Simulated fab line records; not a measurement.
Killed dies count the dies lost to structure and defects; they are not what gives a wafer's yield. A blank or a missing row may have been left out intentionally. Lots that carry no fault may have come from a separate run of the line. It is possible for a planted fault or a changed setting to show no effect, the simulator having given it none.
fab line records -- flow n5-finfet
record lots=6, wafers=18, last-day=17
route steps=1938 shown HKMG_FIN@454 GATE_CUT@465 BEOL_M4@1111 PASSIVATION@1936
lots that met no fault: taken from a fault-free run of the same line
start-h: start of the lot's first displayed wafer, in hours after the record's first day -- wait-h: time in hours since the lot's previous step -- " as in the row above -- L1.1+2: a single row standing in for several wafers -- - value missing, or start not given -- * or withheld: withheld -- < > ~ a bound
route shown NAME@n: NAME is a module with steps in the file, n the number in the route of the first one -- usual: mean/standard deviation of fault-free wafers -- same: alike in all rows -- chamber/n: place in a boat -- sites: readings site by site -- _std_site: the standard deviation of these -- _edge_site: outer sites' mean less inner sites' -- radius-mm: for every site, how far away it sits from the centre of the wafer -- mask NAME#n: copy n -- behind: tool/chamber where the wafer was last shaped -- hold: why the lot went on hold/how many hours it stayed there/how the hold came to an end -- device: the n, p or np transistor that did not switch -- end of line: the route-end tests of the same wafers -- a step given without rows: its recipe and nothing more -- killed: at the first sort, the dies lost to defects and structure; wafer yield is something else -- map: the dies of a wafer, with x for killed, . for not killed, _ for no die there
set.NAME: the run value of the setting; set.NAME@STEP: its run value at that earlier step -- model.NAME: the simulator's own value behind a step, which no gauge read
lots at some steps of the route; a table a step, a row a wafer
services: when a tool's chamber went out of use (start-h, in hours from the record's first day, below 0 if earlier), for how many hours, and the reason
## steps
# step N5_HKMG_FIN_ETCHBACK_68
# recipe chemistry=Cl2/Ar, stop-on=HfO2, target-depth-a=5, pressure-mtorr=10, icp-w=600, bias-w=60, Cl2_flow_sccm=40, Ar_flow_sccm=60
# usual drypump-motor-current-A=6.1/0.5, oes-product-au=0.78/0.083, throttle-valve-pct=20.85/0.23
lot.wafer,tool,chamber,start-h,wait-h,drypump-motor-current-A,oes-product-au,rf-hours-counter-h,throttle-valve-pct
L828.1,rie-metal-01,0,125.04,0.0,6.0,0.66,94,20.99
L828.4,rie-metal-01,1,125.04,0.0,5.5,0.82,-,20.77
L828.5,rie-metal-01,0,125.04,0.0,6.1,0.65,-,21.01
L829.3,rie-metal-01,0,131.29,0.1,6.0,0.66,-,21.02
L829.4,rie-metal-01,1,131.29,0.1,5.5,0.82,-,20.78
L829.5,rie-metal-01,0,131.29,0.1,6.0,0.66,-,21.00
L834.4,rie-metal-03,0,162.10,0.1,6.2,0.77,-,20.74
L834.5,rie-metal-03,1,162.10,0.1,5.3,0.76,-,21.12
L834.6,rie-metal-03,0,162.10,0.1,6.2,0.77,-,20.76
L836.3,rie-metal-02,0,173.29,0.1,6.6,0.81,-,21.02
L836.4,rie-metal-02,1,173.29,0.1,6.5,0.65,-,20.69
L836.6,rie-metal-02,1,173.29,0.1,6.5,0.80,-,20.49
L838.2,rie-metal-02,1,183.73,0.0,6.5,0.80,41,20.51
L838.4,rie-metal-02,1,183.73,0.0,6.5,0.71,-,20.61
L838.5,rie-metal-02,0,183.73,0.0,6.6,0.80,-,21.02
L841.1,rie-metal-02,1,207.14,0.0,6.5,0.79,43,20.49
L841.4,rie-metal-02,0,207.14,0.0,6.6,0.80,-,21.02
L841.5,rie-metal-02,0,207.14,0.0,6.6,0.80,-,21.03
# step N5_HKMG_FIN_STRIP_69
# recipe chemistry=N2/H2, power-w=2500, temp-c=300, h2-frac=0.65, time-s=360, pressure-mtorr=withheld, n2-flow-sccm=1750, h2-flow-sccm=3250
# usual drypump-motor-current-A=5.89/0.19, heater-power-w=437/31
lot.wafer,tool,chamber,start-h,wait-h,drypump-motor-current-A,heater-power-w,rf-hours-counter-h
L828.1,plasma-asher-02,0,125.18,0.1,6.10,449,98
L828.4,plasma-asher-02,0,125.18,0.1,6.11,457,-
L828.5,plasma-asher-02,0,125.18,0.1,6.12,449,-
L829.3,plasma-asher-01,0,131.51,0.2,5.61,477,-
L829.4,plasma-asher-01,1,131.51,0.2,6.00,416,-
L829.5,plasma-asher-01,1,131.51,0.2,5.99,428,-
L834.4,plasma-asher-02,1,162.32,0.2,5.92,378,-
L834.5,plasma-asher-02,0,162.32,0.2,6.05,457,-
L834.6,plasma-asher-02,1,162.32,0.2,5.89,391,-
L836.3,plasma-asher-01,0,173.51,0.2,5.60,483,-
L836.4,plasma-asher-01,1,173.51,0.2,5.96,419,-
L836.6,plasma-asher-01,0,173.51,0.2,5.61,476,-
L838.2,plasma-asher-01,1,183.87,0.1,5.98,425,57
L838.4,plasma-asher-01,1,183.87,0.1,6.00,424,-
L838.5,plasma-asher-01,1,183.87,0.1,5.99,428,-
L841.1,plasma-asher-02,1,207.28,0.1,5.91,399,113
L841.4,plasma-asher-02,0,207.28,0.1,6.13,456,-
L841.5,plasma-asher-02,0,207.28,0.1,6.13,445,-
# step N5_HKMG_FIN_ALD_21
# recipe material=TiN, target-thk-a=15, temp-c=400, ald-precursor-family=TiCl4, ald-co-reactant=NH3, pulse-time-s=1, purge-time-s=3, co-reactant-purge-time-s=2, co-reactant-pulse-time-s=2, ald-cycles=68, pressure-torr=3
# step N5_HKMG_FIN_ALD_72
# recipe material=W, target-thk-a=20, temp-c=300, pressure-torr=7.5, ald-precursor-family=WF6, ald-co-reactant=B2H6, pulse-time-s=1, purge-time-s=2, co-reactant-purge-time-s=2, co-reactant-pulse-time-s=3, ald-cycles=7
# step N5_HKMG_FIN_W_FILL_22
# recipe material=W, target-thk-a=600, temp-c=400, pressure-torr=39.4, time-s=18.2
# step N5_HKMG_FIN_PRECLEAN_83
# recipe chemistry=DIW, time-s=57.5, temp-c=23
# step N5_HKMG_FIN_SRD_84
# recipe dry-time-s=32, dry=n2-spin, spin-rpm=1500
# step N5_HKMG_FIN_CMP_23
# recipe stop-on=SiNx, t-overpolish-s=10, post-cmp-clean=rinse-only, down-force-psi=4, platen-rpm=50.289, pad-velocity-m-s=1.0006, target-thk-nm=46.326
# step N5_HKMG_FIN_CMP_94
# recipe stop-on=SiNx, post-cmp-clean=w-dilute-nh4oh, t-overpolish-s=4.7, down-force-psi=4, platen-rpm=50.289, pad-velocity-m-s=1.0006, target-thk-nm=43.299
# usual motor-current-A=12.4/1.2, pad-life-wafers=1075/680
lot.wafer,tool,chamber,start-h,wait-h,motor-current-A,pad-life-wafers
L828.1,cmp-04,3,126.62,0.3,10.9,1567
L828.4,cmp-04,0,126.62,0.3,12.3,1568
L828.5,cmp-04,2,126.62,0.3,13.5,-
L829.3,cmp-03,0,132.85,0.3,13.6,2156
L829.4,cmp-03,1,132.85,0.3,12.1,2157
L829.5,cmp-03,2,132.85,0.3,11.7,-
L834.4,cmp-03,0,163.60,0.4,13.5,198
L834.5,cmp-03,0,163.60,0.4,14.2,-
L834.6,cmp-03,1,163.60,0.4,13.1,-
L836.4,cmp-03,0,179.74,5.4,14.0,306
L836.3,cmp-03,1,179.74,5.4,13.0,307
L836.6,cmp-03,0,179.74,5.4,13.2,-
L838.4,cmp-04,2,185.30,0.3,13.8,1903
L838.2,cmp-04,0,185.30,0.3,12.1,1905
L838.5,cmp-04,1,185.30,0.3,13.3,-
L841.1,cmp-02,3,208.70,0.3,12.9,1135
L841.4,cmp-02,1,208.70,0.3,14.7,1137
L841.5,cmp-02,3,208.70,0.3,12.7,-
# step N5_HKMG_FIN_INSPECT_28
# recipe inspect-instrument=darkfield, mode=post-cmp
# usual raw-defect-count=48/22
lot.wafer,tool,chamber,start-h,wait-h,raw-defect-count
L828.1,defect-inspect-01,-,126.82,0.0,53
L828.4,defect-inspect-01,-,126.82,0.0,27
L828.5,defect-inspect-01,-,126.82,0.0,29
L829.3,defect-inspect-02,-,133.02,0.0,33
L829.4,defect-inspect-02,-,133.02,0.0,57
L829.5,defect-inspect-02,-,133.02,0.0,55
L834.4,defect-inspect-02,-,163.83,0.0,23
L834.5,defect-inspect-02,-,163.83,0.0,37
L834.6,defect-inspect-02,-,163.83,0.0,63
L836.3,defect-inspect-02,-,179.98,0.0,45
L836.4,defect-inspect-02,-,179.98,0.0,40
L836.6,defect-inspect-02,-,179.98,0.0,42
L838.2,defect-inspect-02,-,185.50,0.0,122
L838.4,defect-inspect-02,-,185.50,0.0,69
L838.5,defect-inspect-02,-,185.50,0.0,44
L841.1,defect-inspect-02,-,208.90,0.0,74
L841.4,defect-inspect-02,-,208.90,0.0,49
L841.5,defect-inspect-02,-,208.90,0.0,124
# step N5_GATE_CUT_ETCHBACK_00
# recipe chemistry=SF6/Cl2, target=W, pressure-mtorr=8, icp-w=900, bias-w=80, SF6_flow_sccm=40, Cl2_flow_sccm=60
# usual drypump-motor-current-A=5.9/0.46, oes-product-au=0.78/0.1, throttle-valve-pct=27.55/0.19
lot.wafer,tool,chamber,start-h,wait-h,drypump-motor-current-A,oes-product-au,rf-hours-counter-h,throttle-valve-pct
L828.1,rie-metal-01,1,126.85,0.0,5.6,0.84,23,27.50
L828.4,rie-metal-01,1,126.85,0.0,5.6,0.83,-,27.51
L828.5,rie-metal-01,1,126.85,0.0,5.6,0.83,-,27.50
L829.3,rie-metal-01,0,133.09,0.1,6.0,0.66,-,27.62
L829.4,rie-metal-01,1,133.09,0.1,5.6,0.83,-,27.49
L829.5,rie-metal-01,0,133.09,0.1,6.0,0.67,-,27.60
L834.4,rie-metal-03,0,163.90,0.1,6.2,0.77,-,27.42
L834.5,rie-metal-03,1,163.90,0.1,5.3,0.96,-,27.60
L834.6,rie-metal-03,0,163.90,0.1,6.2,0.77,-,27.43
L836.3,rie-metal-02,0,180.05,0.1,6.6,0.81,-,27.65
L836.4,rie-metal-02,1,180.05,0.1,6.5,0.81,-,27.22
L836.6,rie-metal-02,1,180.05,0.1,6.5,0.81,-,27.25
L838.2,rie-metal-01,0,185.53,0.0,6.1,0.66,96,27.61
L838.4,rie-metal-01,0,185.53,0.0,6.0,0.65,-,27.62
L838.5,rie-metal-01,1,185.53,0.0,5.6,0.80,-,27.51
L841.1,rie-metal-03,0,208.94,0.0,6.2,0.76,43,27.44
L841.4,rie-metal-03,0,208.94,0.0,6.2,0.76,-,27.44
L841.5,rie-metal-03,1,208.94,0.0,5.3,0.93,-,27.61
# step N5_GATE_CUT_ETCH_56
# recipe chemistry=Cl2/Ar, target=TiN, target-depth-a=216, pressure-mtorr=10, icp-w=600, bias-w=60, Cl2_flow_sccm=40, Ar_flow_sccm=60
# usual bias-w=60.01/0.18, chamber-pressure-mTorr=10.000/0.011, drypump-motor-current-A=5.9/0.46, oes-product-au=0.78/0.1, throttle-valve-pct=20.87/0.22
lot.wafer,tool,chamber,start-h,wait-h,bias-w,chamber-pressure-mTorr,drypump-motor-current-A,oes-product-au,rf-hours-counter-h,throttle-valve-pct
L828.1,rie-metal-01,1,126.97,0.1,-,-,-,-,-,-
L828.4,rie-metal-01,1,126.97,0.1,-,-,-,-,-,-
L828.5,rie-metal-01,1,126.97,0.1,-,-,-,-,-,-
L829.3,rie-metal-01,0,133.20,0.1,-,-,-,-,-,-
L829.4,rie-metal-01,1,133.20,0.1,-,-,-,-,-,-
L829.5,rie-metal-01,0,133.20,0.1,-,-,-,-,-,-
L834.4,rie-metal-03,0,164.01,0.1,60.05,9.992,6.2,0.77,-,20.74
L834.5,rie-metal-03,1,164.01,0.1,59.97,9.987,5.3,0.98,-,20.89
L834.6,rie-metal-03,0,164.01,0.1,60.04,9.989,6.2,0.77,-,20.74
L836.3,rie-metal-02,0,180.16,0.1,60.08,10.002,6.6,0.81,-,21.02
L836.4,rie-metal-02,1,180.16,0.1,59.81,10.011,6.5,0.82,-,20.46
L836.6,rie-metal-02,1,180.16,0.1,60.04,9.996,6.5,0.83,-,20.46
L838.2,rie-metal-01,0,185.65,0.1,60.12,10.005,6.1,0.66,96,21.01
L838.4,rie-metal-01,0,185.65,0.1,60.44,9.993,6.1,0.65,-,21.00
L838.5,rie-metal-01,1,185.65,0.1,59.61,9.990,5.6,0.81,-,20.78
L841.1,rie-metal-03,0,209.06,0.1,59.88,9.995,6.2,0.76,43,20.75
L841.4,rie-metal-03,0,209.06,0.1,59.97,10.002,6.2,0.76,-,20.76
L841.5,rie-metal-03,1,209.06,0.1,59.81,9.997,5.3,0.93,-,20.90
# step N5_GATE_CUT_ETCHBACK_30
# recipe chemistry=Cl2/Ar, target=TiN, target-depth-a=30, mode=isotropic, pressure-mtorr=10, icp-w=600, bias-w=60, Cl2_flow_sccm=40, Ar_flow_sccm=60
# usual drypump-motor-current-A=5.9/0.46, oes-product-au=0.78/0.1, throttle-valve-pct=20.87/0.22
lot.wafer,tool,chamber,start-h,wait-h,drypump-motor-current-A,oes-product-au,rf-hours-counter-h,throttle-valve-pct
L828.1,rie-metal-01,1,127.06,0.1,5.6,0.83,23,20.76
L828.4,rie-metal-01,1,127.06,0.1,5.6,0.83,-,20.77
L828.5,rie-metal-01,1,127.06,0.1,5.6,0.83,-,20.75
L829.3,rie-metal-01,0,133.27,0.0,6.0,0.67,-,20.99
L829.4,rie-metal-01,1,133.27,0.0,5.6,0.82,-,20.77
L829.5,rie-metal-01,0,133.27,0.0,6.0,0.67,-,20.99
L834.4,rie-metal-03,0,164.08,0.0,6.2,0.77,-,20.75
L834.5,rie-metal-03,1,164.08,0.0,5.3,0.97,-,20.90
L834.6,rie-metal-03,0,164.08,0.0,6.2,0.77,-,20.75
L836.3,rie-metal-02,0,180.23,0.0,6.6,0.80,-,21.02
L836.4,rie-metal-02,1,180.23,0.0,6.5,0.80,-,20.47
L836.6,rie-metal-02,1,180.23,0.0,6.5,0.82,-,20.48
L838.2,rie-metal-01,0,185.74,0.1,6.0,0.65,96,20.99
L838.4,rie-metal-01,0,185.74,0.1,6.1,0.66,-,21.01
L838.5,rie-metal-01,1,185.74,0.1,5.6,0.81,-,20.78
L841.1,rie-metal-03,0,209.15,0.1,6.2,0.76,43,20.75
L841.4,rie-metal-03,0,209.15,0.1,6.2,0.76,-,20.77
L841.5,rie-metal-03,1,209.15,0.1,5.3,0.94,-,20.90
# step N5_BEOL_M4_RC_MEAS_101
# usual DIBL_N=36.4/1.5, DIBL_P=36.4/1.6, IOFF_N=0.164/0.025, IOFF_P=0.214/0.028, ION_N=675/9.9, ION_P=463/6.5, SS_N=71.5/0.5, SS_P=73.3/0.56, VT_N=249.2/2.7, VT_P=-250.1/2.8
lot.wafer,tool,chamber,start-h,wait-h,DIBL_N[mV/V],DIBL_P[mV/V],IOFF_N[nA/um],IOFF_P[nA/um],ION_N[uA/um],ION_P[uA/um],SS_N[mV/dec],SS_P[mV/dec],VT_N[mV],VT_P[mV]
L834.4,prober-01,0,243.79,0.5,36.9,38.0,0.184,0.230,669,464,72.2,73.2,248.4,-245.9
L834.5,prober-01,0,243.79,0.5,37.1,39.4,0.187,0.242,674,466,72.0,73.8,249.5,-247.6
L834.6,prober-01,0,243.79,0.5,37.3,39.1,0.190,0.245,682,467,71.6,73.5,248.4,-248.2
L836.3,prober-02,0,270.10,0.7,34.1,33.4,0.139,0.180,680,469,70.3,73.1,249.9,-253.1
L836.4,prober-02,0,270.10,0.7,36.8,36.7,0.181,0.211,686,466,70.4,73.2,247.8,-249.4
L836.6,prober-02,0,270.10,0.7,35.2,35.4,0.157,0.195,676,469,70.7,72.9,247.9,-250.3
L838.2,prober-02,0,276.93,0.2,37.1,37.2,0.163,0.237,665,459,72.0,73.6,247.4,-248.3
L838.4,prober-02,0,276.93,0.2,35.5,34.9,0.144,0.205,674,461,71.7,73.4,250.9,-248.5
L838.5,prober-02,0,276.93,0.2,38.8,38.8,0.211,0.275,687,469,71.7,74.8,244.4,-245.7
L841.1,prober-02,0,291.48,0.0,35.6,35.2,0.155,0.181,667,458,72.2,73.3,249.0,-252.2
L841.4,prober-02,0,291.48,0.0,35.3,35.7,0.161,0.185,686,469,71.6,72.5,249.0,-252.1
L841.5,prober-02,0,291.48,0.0,33.9,32.8,0.131,0.148,667,453,71.3,72.8,250.3,-256.1
# step N5_PASSIVATION_PROBE_49
# usual defect-limited-yield=91.1/1.4, killed_at_M0_to_M3=35/8.7, killed_at_M4_up=14/5.3, killed-at-contacts=12/6.2, killed-at-front-end=41/12, killed-at-other=3.4/2.6, killed-dies=105/16, killed-on-rim=14/3.8, killed-open=67/13, killed-short=36/7.3, sort_bin_5_function=5.2/0.96, sort_bin_6_memory=3.3/0.6, sort-n-pass=1075/16, sort-yield-pct=91.1/1.4
# same gross-dies=1180, killed-at-back-side=0, sort_bin_4_leakage[%]=0, sort_bin_8_speed[%]=0
lot.wafer,tool,chamber,start-h,wait-h,defect-limited-yield[%],killed_at_M0_to_M3,killed_at_M4_up,killed-at-contacts,killed-at-front-end,killed-at-other,killed-dies,killed-on-rim,killed-open,killed-short,sort_bin_5_function[%],sort_bin_6_memory[%],sort-n-pass,sort-yield-pct[%]
L829.3,prober-02,-,318.02,0.1,0,41,23,15,1098,3,1180,152,80,40,95.9,4.0,0,0
L829.4,prober-02,-,318.07,0.2,0,43,11,8,1118,0,1180,152,66,34,96.5,3.2,0,0
L829.5,prober-02,-,318.12,0.2,0,29,19,9,1120,3,1180,152,69,28,96.3,3.3,0,0
L828.1,prober-01,-,318.63,0.0,0,23,14,10,1130,3,1180,152,62,30,97.4,2.5,0,0
L828.4,prober-01,-,318.78,0.2,0,28,14,6,1129,3,1180,152,65,38,96.0,3.6,0,0
L828.5,prober-01,-,318.83,0.2,0,33,18,14,1109,6,1180,152,77,36,96.1,3.6,0,0
# killed by level:class
L829.3 GATE_CUT:area-etch=1059 BEOL_M3:geometric-particle:open=12 BEOL_M4:geometric-particle:open=11 MOL_CONTACT_COAG:geometric-particle:open=10 BEOL_M2:geometric-particle:open=7 FIN_SAQP:geometric-particle:short=6 GATE_CUT:geometric-particle:short=6 GATE_CUT:geometric-particle:open=6
L829.4 GATE_CUT:area-etch=1080 BEOL_M0_SAQP:geometric-particle:short=13 BEOL_M0_SAQP:geometric-particle:open=10 BEOL_M3:geometric-particle:open=9 MOL_CONTACT_COAG:geometric-particle:open=8 GATE_CUT:geometric-particle:short=6 GATE_CUT:geometric-particle:open=6 BEOL_M1:geometric-particle:open=6
L829.5 GATE_CUT:area-etch=1082 FIN_SAQP:geometric-particle:open=10 STI_FIN_REVEAL:geometric-particle:open=10 BEOL_M2:geometric-particle:open=8 MOL_CONTACT_COAG:geometric-particle:open=7 BEOL_M4:geometric-particle:open=7 FIN_SAQP:geometric-particle:short=5 BEOL_M5:geometric-particle:open=5
L828.1 GATE_CUT:area-etch=1087 FIN_SAQP:geometric-particle:short=14 FIN_SAQP:geometric-particle:open=8 DUMMY_GATE:geometric-particle:open=8 BEOL_M0_SAQP:geometric-particle:open=8 MOL_CONTACT_COAG:geometric-particle:open=7 BEOL_M0_SAQP:geometric-particle:short=5 STARTING-WAFER:geometric-particle:open=5
L828.4 GATE_CUT:area-etch=1075 FIN_SAQP:geometric-particle:open=19 FIN_SAQP:geometric-particle:short=11 BEOL_M1:geometric-particle:short=7 STI_FIN_REVEAL:geometric-particle:open=6 MOL_CONTACT_COAG:geometric-particle:open=6 BEOL_M1:geometric-particle:open=4 BEOL_M2:geometric-particle:open=4
L828.5 GATE_CUT:area-etch=1064 STI_FIN_REVEAL:geometric-particle:open=12 MOL_CONTACT_COAG:geometric-particle:open=10 BEOL_M2:geometric-particle:open=9 FIN_SAQP:geometric-particle:short=7 FIN_SAQP:geometric-particle:open=7 BEOL_M3:geometric-particle:open=7 BEOL_M3:geometric-particle:short=6
# map L828.1 (x killed, . not)
_________________xxxxxxxxxxxx________________
______________xxxxxxxxxxxxxxxxxx_____________
___________xxxxxxxxxxxxxxxxxxxxxxxx__________
__________xxxxxxxxxxxxxxxxxxxxxxxxxx_________
________xxxxxxxxxxxxxxxxxxxxxxxxxxxxxx_______
_______xxxxxxxxxxxxxxxxxxxxxxxxxxxxxxxx______
______xxxxxxxxxxxxxxxxxxxxxxxxxxxxxxxxxx_____
_____xxxxxxxxxxxxxxxxxxxxxxxxxxxxxxxxxxxx____
____xxxxxxxxxxxxxxxxxxxxxxxxxxxxxxxxxxxxxx___
___xxxxxxxxxxxxxxxxxxxxxxxxxxxxxxxxxxxxxxxx__
___xxxxxxxxxxxxxxxxxxxxxxxxxxxxxxxxxxxxxxxx__
__xxxxxxxxxxxxxxxxxxxxxxxxxxxxxxxxxxxxxxxxxx_
__xxxxxxxxxxxxxxxxxxxxxxxxxxxxxxxxxxxxxxxxxx_
_xxxxxxxxxxxxxxxxxxxxxxxxxxxxxxxxxxxxxxxxxxxx
_xxxxxxxxxxxxxxxxxxxxxxxxxxxxxxxxxxxxxxxxxxxx
_xxxxxxxxxxxxxxxxxxxxxxxxxxxxxxxxxxxxxxxxxxxx
_xxxxxxxxxxxxxxxxxxxxxxxxxxxxxxxxxxxxxxxxxxxx
_xxxxxxxxxxxxxxxxxxxxxxxxxxxxxxxxxxxxxxxxxxxx
_xxxxxxxxxxxxxxxxxxxxxxxxxxxxxxxxxxxxxxxxxxxx
_xxxxxxxxxxxxxxxxxxxxxxxxxxxxxxxxxxxxxxxxxxxx
_xxxxxxxxxxxxxxxxxxxxxxxxxxxxxxxxxxxxxxxxxxxx
__xxxxxxxxxxxxxxxxxxxxxxxxxxxxxxxxxxxxxxxxxx_
__xxxxxxxxxxxxxxxxxxxxxxxxxxxxxxxxxxxxxxxxxx_
___xxxxxxxxxxxxxxxxxxxxxxxxxxxxxxxxxxxxxxxx__
___xxxxxxxxxxxxxxxxxxxxxxxxxxxxxxxxxxxxxxxx__
____xxxxxxxxxxxxxxxxxxxxxxxxxxxxxxxxxxxxxx___
_____xxxxxxxxxxxxxxxxxxxxxxxxxxxxxxxxxxxx____
______xxxxxxxxxxxxxxxxxxxxxxxxxxxxxxxxxx_____
_______xxxxxxxxxxxxxxxxxxxxxxxxxxxxxxxx______
________xxxxxxxxxxxxxxxxxxxxxxxxxxxxxx_______
__________xxxxxxxxxxxxxxxxxxxxxxxxxx_________
___________xxxxxxxxxxxxxxxxxxxxxxxx__________
______________xxxxxxxxxxxxxxxxxx_____________
_________________xxxxxxxxxxxx________________
# map L829.3 (x killed, . not)
_________________xxxxxxxxxxxx________________
______________xxxxxxxxxxxxxxxxxx_____________
___________xxxxxxxxxxxxxxxxxxxxxxxx__________
__________xxxxxxxxxxxxxxxxxxxxxxxxxx_________
________xxxxxxxxxxxxxxxxxxxxxxxxxxxxxx_______
_______xxxxxxxxxxxxxxxxxxxxxxxxxxxxxxxx______
______xxxxxxxxxxxxxxxxxxxxxxxxxxxxxxxxxx_____
_____xxxxxxxxxxxxxxxxxxxxxxxxxxxxxxxxxxxx____
____xxxxxxxxxxxxxxxxxxxxxxxxxxxxxxxxxxxxxx___
___xxxxxxxxxxxxxxxxxxxxxxxxxxxxxxxxxxxxxxxx__
___xxxxxxxxxxxxxxxxxxxxxxxxxxxxxxxxxxxxxxxx__
__xxxxxxxxxxxxxxxxxxxxxxxxxxxxxxxxxxxxxxxxxx_
__xxxxxxxxxxxxxxxxxxxxxxxxxxxxxxxxxxxxxxxxxx_
_xxxxxxxxxxxxxxxxxxxxxxxxxxxxxxxxxxxxxxxxxxxx
_xxxxxxxxxxxxxxxxxxxxxxxxxxxxxxxxxxxxxxxxxxxx
_xxxxxxxxxxxxxxxxxxxxxxxxxxxxxxxxxxxxxxxxxxxx
_xxxxxxxxxxxxxxxxxxxxxxxxxxxxxxxxxxxxxxxxxxxx
_xxxxxxxxxxxxxxxxxxxxxxxxxxxxxxxxxxxxxxxxxxxx
_xxxxxxxxxxxxxxxxxxxxxxxxxxxxxxxxxxxxxxxxxxxx
_xxxxxxxxxxxxxxxxxxxxxxxxxxxxxxxxxxxxxxxxxxxx
_xxxxxxxxxxxxxxxxxxxxxxxxxxxxxxxxxxxxxxxxxxxx
__xxxxxxxxxxxxxxxxxxxxxxxxxxxxxxxxxxxxxxxxxx_
__xxxxxxxxxxxxxxxxxxxxxxxxxxxxxxxxxxxxxxxxxx_
___xxxxxxxxxxxxxxxxxxxxxxxxxxxxxxxxxxxxxxxx__
___xxxxxxxxxxxxxxxxxxxxxxxxxxxxxxxxxxxxxxxx__
____xxxxxxxxxxxxxxxxxxxxxxxxxxxxxxxxxxxxxx___
_____xxxxxxxxxxxxxxxxxxxxxxxxxxxxxxxxxxxx____
______xxxxxxxxxxxxxxxxxxxxxxxxxxxxxxxxxx_____
_______xxxxxxxxxxxxxxxxxxxxxxxxxxxxxxxx______
________xxxxxxxxxxxxxxxxxxxxxxxxxxxxxx_______
__________xxxxxxxxxxxxxxxxxxxxxxxxxx_________
___________xxxxxxxxxxxxxxxxxxxxxxxx__________
______________xxxxxxxxxxxxxxxxxx_____________
_________________xxxxxxxxxxxx________________
## services
tool,chamber,start-h,hours,kind
cmp-02,-,105.47,11.0,pm
rie-metal-03,1,121.91,-,clean
rie-metal-03,1,121.91,17.2,scheduled-down
rie-metal-03,1,121.91,17.2,vent-cycle
rie-metal-02,0,123.42,13.7,repair
rie-metal-02,-,128.87,2.8,pm
rie-metal-02,-,132.12,2.2,repair
rie-metal-01,0,139.66,5.8,repair
cmp-03,-,139.74,4.0,pm
cmp-03,-,143.74,-,consumable-replace:conditioner
cmp-03,-,143.74,-,consumable-replace:pad
rie-metal-01,0,145.57,27.8,repair
cmp-04,-,147.90,5.3,pm
rie-metal-01,-,151.98,1.0,repair
cmp-04,-,154.33,19.0,pm
cmp-02,-,184.44,0.7,repair
cmp-04,-,191.17,5.9,repair
plasma-asher-02,-,194.63,4.9,repair
## key
first-sign step=N5_GATE_CUT_ETCH_56, reading=tool-record, direction=missing
effect step=N5_PASSIVATION_PROBE_49, reading=sort_bin_5_function, direction=up, sigmas=95, usual=5.2, struck=96.4
more-kills-born-at N5_GATE_CUT_ETCH_56@rie-metal-01=6447
met-at N5_GATE_CUT_ETCH_56
struck-wafers L828.1,L828.4,L828.5,L829.3,L829.4,L829.5
later-rows-left-out L828.1,L828.4,L828.5,L829.3,L829.4,L829.5
fault kind=skipped-step-whole, tool=rie-metal-01, chamber=-, onset-h=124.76, steps=N5_GATE_CUT_ETCH_56, scope=struck-lots-only
# later-rows-left-out: the simulator's readings of these wafers behind a module that went badly wrong aren't trusted and aren't shown, but for the sort
